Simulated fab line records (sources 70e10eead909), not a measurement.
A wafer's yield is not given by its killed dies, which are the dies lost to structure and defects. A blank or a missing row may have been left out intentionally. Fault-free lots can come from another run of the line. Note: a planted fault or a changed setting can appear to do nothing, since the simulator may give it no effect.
Comparing a struck lot with a sound one | flow nandHarc | 40 out of 1159 route steps
Sound: these wafers, L730.2, L730.3, L730.4. Wafers struck: L738.1, L738.3, L738.6. The cause is named last.
At each step with rows: each side's tool, then ch and its chambers, then its first start. Under that, the readings that differ: sound wafers | struck wafers | difference of the means | sigmas: that difference in standard deviations of wafers without a fault.
alike: words and numbers the same on both sides, and readings whose means are apart by under 2 such deviations; not compared: readings that were withheld, readings missing a value for some wafer, numbers with overlapping values and no deviation given by the record, and bounds like >300 which may hide the same value.
Wherever a step has rows on one side only, a row that says differs or no value, or a row with sigmas, the two part there. Numbers that don't overlap but have no deviation are shown without sigmas and don't part them. Lack of a reading on every wafer of one side parts them only where that side has two or more wafers.

first, 7 steps without rows for these wafers: NHARC_A_CONTACT_ETCH_135 (etches the open film in C4F8/O2/Ar, time 132 s, target depth 1287 nm); NHARC_A_CONTACT_ETCH_136 (etches the open film in C4F8/O2/Ar, time 132 s, target depth 1287 nm); NHARC_A_CONTACT_ETCH_137 (etches the open film in C4F8/O2/Ar, time 132 s, target depth 1287 nm); NHARC_A_CONTACT_ETCH_138 (etches the open film in C4F8/O2/Ar, time 132 s, target depth 1289 nm); NHARC_A_CONTACT_ETCH_139 (etches the open film in C4F8/O2/Ar, time 137 s, target depth 590 nm); NHARC_A_CONTACT_ETCH_92 (etches the open film in CH3F/O2, target depth 40 nm, time 85.7 s); NHARC_A_CONTACT_ETCH_98 (etches the open film in C4F6/O2, target depth 20 nm, time 10 s).
NHARC_A_CONTACT_CD_MEAS_15:
  sound on cdSem-01, day 19 05:13; struck on cdSem-03, day 20 19:54
  alike: cdNm
then, 4 steps without rows for these wafers: NHARC_A_CONTACT_STRIP_107 (strips in N2/H2); NHARC_A_CONTACT_STRIP_108 (strips in CF4/CHF3); NHARC_A_CONTACT_STRIP_109 (strips in O2/COS); NHARC_A_CONTACT_ETCH_110 (etches the open film in CF4/O2, target depth 50 nm, overetch 5 nm, time 27.5 s).
NHARC_A_CONTACT_STRIP_26: strips in O2.
  sound on rieDiel-11 ch 0,1,2, day 19 05:35; struck on rieDiel-11 ch 0,2, day 20 20:21
  alike: drypumpMotorCurrentA, oesProductAu, rfVppV, showerheadPlenumPTorr, throttleValvePct
  not compared: rfHoursCounterH
then, 2 steps without rows for these wafers: NHARC_A_CONTACT_STRIP_27 (strips in post etch residue remover, time 600 s); NHARC_A_CONTACT_ALD_18 (deposits TiN, target thk 3 nm, pulse time 1 s, ald cycles 150).
NHARC_A_CONTACT_CVD_19: deposits W, target thk 300 nm, time 802 s.
  sound on cvdW-02 ch 0,1; struck on cvdW-02 ch 0,1
  alike: heaterPowerW, throttleValvePct
  not compared: sinceWetCleanH
then, 12 steps without rows for these wafers: NHARC_A_CONTACT_CMP_20 (polishes, t overpolish 30 s, target thk 300 nm); NHARC_A_CONTACT_SRD_22; NHARC_A_BLC_DEHYDRATE_00 (time 120 s); NHARC_A_BLC_HMDS_01 (time 30 s); NHARC_A_BLC_COAT_02 (time 75 s); NHARC_A_BLC_COAT_03 (time 65 s); NHARC_A_BLC_COAT_04 (resist thk 90 nm); NHARC_A_BLC_SOFTBAKE_05 (time 55 s); NHARC_A_BLC_EBR_06; NHARC_A_BLC_EXPOSE_07 (exposes mask A BLC, target cd 100 nm); NHARC_A_BLC_PEB_08 (peb time 65 s); NHARC_A_BLC_DEVELOP_09 (develop time 35 s).
NHARC_A_BLC_CD_MEAS_10: the cd target is 100 nm.
  sound on cdSem-01 ch 0, day 19 12:42; struck on cdSem-01 ch 0, day 20 23:13
  alike: cdNm
NHARC_A_BLC_OVL_MEAS_11:
  sound on overlay-01, day 19 12:47; struck on overlay-01, day 20 23:19
  alike: overlayXNm, overlayYNm
NHARC_A_BLC_DESCUM_15: chemistry O2, time 3 s.
  sound on rieDiel-02 ch 0,1,3, day 19 12:53; struck on rieDiel-13 ch 1,2,3, day 20 23:24
  alike: drypumpMotorCurrentA, oesProductAu, rfVppV, showerheadPlenumPTorr, throttleValvePct
  not compared: rfHoursCounterH
NHARC_A_BLC_ETCH_16: etches the open film in CF4, target depth 39 nm, time 65 s.
  sound on rieDiel-02 ch 0,2,3, day 19 12:59; struck on rieDiel-13 ch 0,1,3, day 20 23:32
  alike: biasW, drypumpMotorCurrentA, oesProductAu, rfVppV, showerheadPlenumPTorr, throttleValvePct
  not compared: rfHoursCounterH
NHARC_A_BLC_ETCH_17: etches the open film in N2/H2, target depth 390 nm, time 609.38 s.
  sound on rieDiel-02 ch 0,2,3; struck on rieDiel-13 ch 0,1,2
  alike: biasW, drypumpMotorCurrentA, oesProductAu, rfVppV, showerheadPlenumPTorr, throttleValvePct
  not compared: rfHoursCounterH
NHARC_A_BLC_ETCH_18: etches the open film in C4F8/O2/Ar, target depth 910 nm.
  sound on rieDiel-02 ch 1,2,3; struck on rieDiel-13 ch 0,3
  alike: biasW, oesProductAu, rfVppV
  not compared: rfHoursCounterH
NHARC_A_BLC_CD_MEAS_19:
  sound on cdSem-03, day 19 13:52; struck on cdSem-01, day 21 00:25
  alike: cdNm
then, 4 steps without rows for these wafers: NHARC_A_BLC_STRIP_29 (strips in CF4); NHARC_A_BLC_STRIP_21 (strips in O2); NHARC_A_BLC_STRIP_22 (strips in post etch residue remover, time 600 s); NHARC_A_BLC_DEGAS_30 (time 60 s).
-- jump in the record: it breaks off in module A_BLC and resumes in module END (first step shown: number 1159 of the route), and 2 days separate the struck wafers' starts before and after --
NHARC_END_SORT_01:
  sound on prober-02 ch 0, day 21 15:42; struck on prober-02 ch 0, day 23 01:43
reading       | sound    | struck      | difference | sigmas
killedAtArray | 14 13 16 | 116 122 114 | +103       | +8
killedDies    | 20 16 25 | 117 127 117 | +100       | +8
  alike: killedAtOther, killedAtPeriphery, killedOpen, killedShort

== WHERE THEY PART ==
Only at NHARC_END_SORT_01, within this record.

WHY: the cause the simulator had injected
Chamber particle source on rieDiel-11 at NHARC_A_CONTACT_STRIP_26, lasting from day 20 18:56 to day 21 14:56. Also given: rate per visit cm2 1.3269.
